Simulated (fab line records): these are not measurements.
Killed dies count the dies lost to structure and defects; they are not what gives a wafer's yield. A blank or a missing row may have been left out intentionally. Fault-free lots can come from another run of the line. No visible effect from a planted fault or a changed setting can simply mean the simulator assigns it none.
Chamber matching    flow nand-harc    NHARC_A_SLIT_DEP_25 on pecvd-02 has 3 sister chambers
The step deposits SiO2, target thk 200 nm. 3 wafers are shown with their chamber, then 6 later ones without.

== WAFERS PAIRED WITH THEIR CHAMBERS ==
wafer   chamber  throttle-valve-pct (%)
L142.4  0        16.5
L151.4  1        16.8
L151.6  2        15.3

== WAFERS MISSING THEIR CHAMBER ==
wafer   throttle-valve-pct (%)
L153.2  16.7
L153.4  14.7
L153.6  17.0
L155.1  16.9
L155.2  15.1
L155.3  16.7

== THE CHAMBER EACH PASSED THROUGH ==
wafer   from the rows above      in truth
L153.2  can't be placed: 1 or 0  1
L153.4  2                        2
L153.6  can't be placed: 1 or 0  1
L155.1  can't be placed: 1 or 0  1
L155.2  2                        2
L155.3  can't be placed: 1 or 0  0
Placed correctly: 2 of 6. From these rows, 4 cannot be placed; in 4 the true chamber is one of the candidates. Placed wrongly: 0.
How it was worked out, from the rows above alone: a wafer's distance from a chamber is the root of the sum, over the readings, of the square of ((its reading less the chamber's mean) divided by the reading's scatter). The wafer belongs to the nearest chamber; if the next one is less than 2 further off, it can't be placed. The mean given for a chamber averages the wafers shown for that chamber. The scatter: with one shown wafer a chamber, the root of the mean of the squares of how far each hidden wafer lies from its nearest shown one.
